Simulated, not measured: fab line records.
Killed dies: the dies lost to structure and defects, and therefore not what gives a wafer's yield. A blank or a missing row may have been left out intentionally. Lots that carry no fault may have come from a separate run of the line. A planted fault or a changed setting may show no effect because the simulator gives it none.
fab line records ; flow n5Finfet
record lots=11; wafers=31; lastDay=15
route steps=1938 shown BEOL_M6@1236
lots that met no fault: from a run of the same line without faults
startH: start of the lot's first displayed wafer, in hours after the record's first day ; waitH: how many hours have passed since the lot's step before this one ; " identical to the entry in the row above ; L1.1+2: several wafers, shown together as one row ; - no value, or no start given ; * or withheld: withheld ; < > ~ a bound
route shown NAME@n: names a module that has steps shown in the file, with the first one's number in the route ; usual: average and standard deviation across the fault-free wafers ; same: alike in all rows ; chamber/n: place in a boat ; sites: the reading at each site ; _std_site: the values' standard deviation ; _edge_site: outer sites' mean less inner sites' ; radiusMm: for every site, how far away it sits from the centre of the wafer ; mask NAME#n: copy n ; behind: the most recent tool/chamber to have shaped the wafer ; hold: why the lot went on hold/how many hours it stayed there/how the hold came to an end ; device: the n, p or np transistor that did not switch ; end of line: the tests these same wafers got at the end of their route ; a step with no rows: only its recipe ; killed: dies lost to structure and defects at the first sort, not the wafer's yield ; map: a wafer's dies, x killed, . not, _ none there
set.NAME: the setting the step ran with; set.NAME@STEP: the setting that earlier step ran with ; model.NAME: the simulator's own value behind a step, which no gauge read
one table for each step of the route and one row for each wafer, over a sample of lots
services: from which hour (startH, from the record's first day; less than 0 if before it) a tool's chamber was out of use, for how many hours, and why
## steps
# step N5_BEOL_M6_VIA_ETCH_34
# recipe chemistry=C4F6/O2; target=SiCOH_lowk; targetDepthA=1263; maskMaterial=SOC; taperDeg=4; timeS=50.9; ionEnergyEv=250; pressureMtorr=30; sourceW=345; biasW=185; Ar_flow_sccm=300; C4F6_flow_sccm=10; O2_flow_sccm=10
# usual drypumpMotorCurrentA=5.4/0.47; oes_f_703_au=0.77/0.064; oesProductAu=0.78/0.068; rfVppV=667/9.2; runLengthS=74.6/0.35; showerheadPlenumPTorr=2.83/0.093; throttleValvePct=20.90/0.24
lot.wafer;tool;chamber;startH;waitH;drypumpMotorCurrentA;oes_f_703_au;oesProductAu;rfHoursCounterH;rfVppV;runLengthS;showerheadPlenumPTorr;throttleValvePct
L447.1;rieDiel-06;1;191.54;0.0;5.4;0.76;0.80;106;677;74.7;2.88;20.96
L447.4;rieDiel-06;2;191.54;0.0;5.2;0.81;0.81;-;674;74.5;2.74;20.94
L447.6;rieDiel-06;1;191.54;0.0;5.4;0.77;0.79;-;677;75.1;2.88;20.96
L446.1;rieDiel-01;3;197.34;0.0;6.5;0.86;0.86;57;675;74.7;2.99;20.55
L446.3;rieDiel-01;0;197.34;0.0;5.6;0.74;0.72;217;667;74.8;2.80;21.00
L446.5;rieDiel-01;2;197.34;0.0;5.2;0.76;0.77;-;657;74.5;2.99;21.27
L449.1;rieDiel-01;3;201.32;0.0;6.5;0.86;0.85;59;676;74.4;2.99;20.57
L449.2;rieDiel-01;2;201.32;0.0;5.1;0.76;0.77;120;658;74.4;2.99;21.26
L449.4;rieDiel-01;1;201.32;0.0;5.7;0.93;0.92;15;651;74.7;2.79;20.69
L450.1;rieDiel-06;1;203.04;0.0;5.3;0.76;0.78;111;676;74.6;2.88;20.97
L450.2;rieDiel-06;2;203.04;0.0;5.2;0.80;0.80;120;672;74.5;2.74;20.96
L450.5;rieDiel-06;1;203.04;0.0;5.4;0.76;0.78;-;679;74.6;2.88;20.97
L452.2;rieDiel-06;3;215.85;0.0;4.9;0.79;0.80;92;675;74.2;2.75;20.50
L452.4;rieDiel-06;1;215.85;0.0;5.4;0.76;0.77;116;678;74.6;2.88;20.97
L452.5;rieDiel-06;1;215.85;0.0;5.4;0.76;0.78;-;677;75.5;2.88;20.98
L451.2;rieDiel-01;0;217.73;0.0;5.7;0.73;0.71;225;666;75.0;2.79;21.03
L451.3;rieDiel-01;2;217.73;0.0;5.1;0.75;0.77;125;657;74.2;2.99;21.29
L451.4;rieDiel-01;3;217.73;0.0;6.5;0.84;0.84;65;675;74.3;2.99;20.57
L453.1;rieDiel-06;1;225.63;0.0;5.3;0.76;0.78;119;677;74.8;2.88;20.99
L453.3;rieDiel-06;0;225.63;0.0;5.0;0.71;0.72;202;651;74.5;2.93;21.10
L453.6;rieDiel-06;1;225.63;0.0;5.4;0.76;0.78;-;678;75.1;2.88;20.98
L459.1;rieDiel-06;1;269.21;0.0;5.4;0.74;0.76;133;679;75.2;2.87;21.01
L459.2;rieDiel-06;2;269.21;0.0;5.2;0.78;0.77;145;673;81.7;2.73;20.97
L459.4;rieDiel-06;3;269.21;0.0;4.9;0.77;0.78;110;673;74.2;2.74;20.53
L460.2;rieDiel-06;3;276.56;0.0;4.9;0.77;0.78;113;674;81.2;2.74;20.51
L460.3;rieDiel-06;2;276.56;0.0;5.2;0.78;0.79;147;674;81.3;2.73;20.99
L461.2;rieDiel-06;3;283.65;0.0;4.9;0.76;0.77;115;674;80.8;2.74;20.53
L461.3;rieDiel-06;1;283.65;0.0;5.4;0.75;0.76;137;677;81.4;2.87;21.02
L464.4;rieDiel-03;2;285.31;0.0;5.7;0.68;0.67;-;668;75.1;2.70;21.20
L464.5;rieDiel-03;3;285.31;0.0;5.8;0.83;0.87;-;669;74.8;2.88;20.89
L464.6;rieDiel-03;1;285.31;0.0;4.8;0.76;0.76;-;665;74.6;2.76;20.66
# step N5_BEOL_M6_ETCH_41
# recipe chemistry=CH3F/O2; target=SiCN; targetDepthA=297; taperDeg=2; timeS=52; ionEnergyEv=120; maskMaterial=TiN; pressureMtorr=30; sourceW=395; biasW=75; Ar_flow_sccm=150; CH3F_flow_sccm=30; O2_flow_sccm=20
# usual CH3F_flow_sccm=29.99/0.091; drypumpMotorCurrentA=5.4/0.47; oesProductAu=0.78/0.067; rfVppV=297.1/1.6; runLengthS=75.7/0.35; showerheadPlenumPTorr=1.99/0.068; throttleValvePct=16.34/0.24
lot.wafer;tool;chamber;startH;waitH;CH3F_flow_sccm;drypumpMotorCurrentA;oesProductAu;rfHoursCounterH;rfVppV;runLengthS;showerheadPlenumPTorr;throttleValvePct
L447.1;rieDiel-06;1;-;-;30.05;5.4;0.79;106;297.2;76.0;2.03;16.33
L447.4;rieDiel-06;2;-;-;29.94;5.2;0.81;-;296.4;75.8;1.93;16.38
L447.6;rieDiel-06;1;-;-;30.09;5.3;0.78;-;297.6;76.1;2.03;16.35
L446.1;rieDiel-01;3;-;-;30.08;6.5;0.85;57;299.1;75.6;2.11;15.98
L446.3;rieDiel-01;0;-;-;30.03;5.7;0.72;217;297.2;75.7;1.97;16.53
L446.5;rieDiel-01;2;-;-;30.09;5.2;0.78;-;297.7;75.1;2.10;16.67
L449.1;rieDiel-01;3;-;-;30.01;6.5;0.85;59;299.2;75.4;2.11;15.99
L449.2;rieDiel-01;2;-;-;30.00;5.1;0.77;120;299.1;75.0;2.10;16.65
L449.4;rieDiel-01;1;-;-;29.97;5.7;0.92;15;296.5;76.0;1.96;16.09
L450.1;rieDiel-06;1;-;-;30.05;5.4;0.78;111;296.4;76.3;2.02;16.35
L450.2;rieDiel-06;2;-;-;29.86;5.2;0.80;120;296.3;76.0;1.92;16.39
L450.5;rieDiel-06;1;-;-;29.92;5.3;0.78;-;298.0;76.0;2.02;16.34
L452.2;rieDiel-06;3;-;-;30.04;4.9;0.80;92;296.7;75.2;1.93;15.94
L452.4;rieDiel-06;1;-;-;30.00;5.4;0.78;116;298.1;75.8;2.02;16.37
L452.5;rieDiel-06;1;-;-;30.01;5.4;0.78;-;296.8;76.1;2.02;16.34
L451.2;rieDiel-01;0;-;-;30.07;5.6;0.72;225;296.7;75.9;1.96;16.55
L451.3;rieDiel-01;2;-;-;29.94;5.1;0.77;125;299.5;75.7;2.10;16.67
L451.4;rieDiel-01;3;-;-;30.15;6.5;0.83;65;298.2;75.4;2.11;16.01
L453.1;rieDiel-06;1;-;-;29.97;5.4;0.78;119;298.7;76.0;2.02;16.37
L453.3;rieDiel-06;0;-;-;29.88;5.0;0.72;202;298.1;75.6;2.06;16.55
L453.6;rieDiel-06;1;-;-;30.11;5.3;0.78;-;298.0;76.0;2.02;16.36
L459.1;rieDiel-06;1;-;-;29.82;5.4;0.76;133;297.8;76.1;2.02;16.39
L459.2;rieDiel-06;2;-;-;29.90;5.2;0.78;145;295.8;76.0;1.92;16.44
L459.4;rieDiel-06;3;-;-;29.80;4.9;0.78;110;295.2;75.3;1.92;16.00
L460.2;rieDiel-06;3;-;-;30.01;4.9;0.78;113;294.3;75.5;1.92;15.99
L460.3;rieDiel-06;2;-;-;29.97;5.2;0.77;148;294.3;76.2;1.92;16.44
L461.2;rieDiel-06;3;-;-;29.93;4.9;0.77;115;296.0;75.2;1.92;15.99
L461.3;rieDiel-06;1;-;-;29.79;5.4;0.75;137;296.2;75.7;2.02;16.40
L464.4;rieDiel-03;2;-;-;29.88;5.7;0.67;-;295.6;76.4;1.90;16.64
L464.5;rieDiel-03;3;-;-;29.99;5.8;0.86;-;298.0;75.4;2.03;16.29
L464.6;rieDiel-03;1;-;-;29.97;4.8;0.77;-;295.3;75.6;1.93;16.09
# step N5_BEOL_M6_CD_MEAS_35
# recipe targetCdNm=40; targetCdYNm=28; polarity=opening
# usual cdNm=39.6/0.7
lot.wafer;tool;chamber;startH;waitH;cdNm
L447.1;cdSem-03;-;191.94;0.0;39.9
L447.4;cdSem-03;-;191.94;0.0;39.8
L447.6;cdSem-03;-;191.94;0.0;39.2
L446.1;cdSem-01;-;197.74;0.0;39.1
L446.3;cdSem-01;-;197.74;0.0;39.3
L446.5;cdSem-01;-;197.74;0.0;38.1
L449.1;cdSem-03;-;201.72;0.0;39.7
L449.2;cdSem-03;-;201.72;0.0;40.0
L449.4;cdSem-03;-;201.72;0.0;40.0
L450.1;cdSem-03;-;203.43;0.0;39.6
L450.2;cdSem-03;-;203.43;0.0;40.0
L450.5;cdSem-03;-;203.43;0.0;38.6
L452.2;cdSem-01;-;216.25;0.0;40.4
L452.4;cdSem-01;-;216.25;0.0;40.3
L452.5;cdSem-01;-;216.25;0.0;40.4
L451.2;cdSem-03;-;218.13;0.0;41.3
L451.3;cdSem-03;-;218.13;0.0;39.7
L451.4;cdSem-03;-;218.13;0.0;40.2
L453.1;cdSem-01;-;226.03;0.0;39.4
L453.3;cdSem-01;-;226.03;0.0;38.0
L453.6;cdSem-01;-;226.03;0.0;38.4
L459.1;cdSem-03;-;269.63;0.0;38.7
L459.2;cdSem-03;-;269.63;0.0;39.6
L459.4;cdSem-03;-;269.63;0.0;38.6
L460.2;cdSem-03;-;276.96;0.0;39.3
L460.3;cdSem-03;-;276.96;0.0;38.8
L461.2;cdSem-03;-;284.05;0.0;39.2
L461.3;cdSem-03;-;284.05;0.0;39.7
L464.4;cdSem-02;-;285.69;0.0;39.6
L464.5;cdSem-02;-;285.69;0.0;39.3
L464.6;cdSem-02;-;285.69;0.0;38.4
# step N5_BEOL_M6_CURE_75
# recipe tempC=370; timeS=120; ambient=DMADMS/He; material=SiCOH_lowk
# usual lampPowerPct=52.31/0.057; wafer_temp_C_max=371.8/0.59
lot.wafer;tool;chamber;startH;waitH;lampPowerPct;wafer_temp_C_max
L447.1;uvCure-01;0;191.98;0.0;52.33;371.8
L447.4;uvCure-01;0;191.98;0.0;52.25;371.7
L447.6;uvCure-01;0;191.98;0.0;52.23;371.6
L446.1;uvCure-01;2;197.79;0.0;52.27;371.8
L446.3;uvCure-01;2;197.79;0.0;52.23;372.3
L446.5;uvCure-01;2;197.79;0.0;52.33;371.3
L449.1;uvCure-02;1;201.76;0.0;52.39;371.5
L449.2;uvCure-02;1;201.76;0.0;52.19;371.1
L449.4;uvCure-02;1;201.76;0.0;52.19;370.9
L450.1;uvCure-02;1;203.66;0.2;52.30;371.2
L450.2;uvCure-02;1;203.66;0.2;52.24;371.9
L450.5;uvCure-02;1;203.66;0.2;52.31;371.4
L452.2;uvCure-03;1;216.34;0.1;52.36;371.3
L452.4;uvCure-03;1;216.34;0.1;52.30;371.4
L452.5;uvCure-03;1;216.34;0.1;52.27;370.8
L451.2;uvCure-02;0;218.22;0.1;52.31;372.8
L451.3;uvCure-02;0;218.22;0.1;52.36;372.3
L451.4;uvCure-02;0;218.22;0.1;52.40;373.2
L453.1;uvCure-03;0;226.07;0.0;52.21;372.3
L453.3;uvCure-03;0;226.07;0.0;52.25;372.9
L453.6;uvCure-03;0;226.07;0.0;52.28;372.2
L459.1;uvCure-02;0;269.68;0.0;52.34;373.0
L459.2;uvCure-02;0;269.68;0.0;52.45;372.3
L459.4;uvCure-02;0;269.68;0.0;52.25;372.4
L460.2;uvCure-01;2;277.18;0.2;52.30;372.2
L460.3;uvCure-01;2;277.18;0.2;52.34;372.3
L461.2;uvCure-01;2;284.14;0.1;52.32;371.7
L461.3;uvCure-01;2;284.14;0.1;52.37;372.2
L464.4;uvCure-03;0;286.02;0.3;52.28;372.0
L464.5;uvCure-03;0;286.02;0.3;52.37;372.1
L464.6;uvCure-03;0;286.02;0.3;52.28;372.1
## services
tool;chamber;startH;hours;kind
uvCure-03;-;172.34;11.0;repair
rieDiel-03;0;187.82;10.9;repair
rieDiel-06;0;188.36;17.2;repair
uvCure-01;-;201.85;7.1;repair
rieDiel-03;1;213.27;14.2;repair
rieDiel-03;0;218.88;6.2;repair
uvCure-02;-;221.70;1.0;pm
uvCure-02;-;248.79;5.7;repair
rieDiel-06;1;254.91;6.7;repair
rieDiel-06;3;258.08;2.7;repair
uvCure-02;-;259.17;1.2;repair
uvCure-03;-;266.49;0.5;repair
rieDiel-03;0;272.04;-;clean
rieDiel-03;0;272.04;-;consumableReplace:focusRing
rieDiel-03;0;272.04;22.2;scheduledDown
rieDiel-03;0;272.04;22.2;ventCycle
## key
firstSign step=N5_BEOL_M6_VIA_ETCH_34; reading=runLengthS; direction=up; sigmas=19; usual=*; struck=*
effect none on later readings
metAt N5_BEOL_M6_VIA_ETCH_34
struckLots L459,L460,L461
struckWafers L459.2,L460.2,L460.3,L461.2,L461.3
notActingAt N5_BEOL_M6_ETCH_41,N5_BEOL_M6_CD_MEAS_35,N5_BEOL_M6_CURE_75
onsetBetween 225.63 269.21
fault kind=processParameterDrift; tool=rieDiel-06; chamber=-; onsetH=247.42; steps=N5_BEOL_M6_VIA_ETCH_34; channel=timeS; offset=*; shape=step; endH=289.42; scope=struckWafersOnly; actsIn=*; stated=*
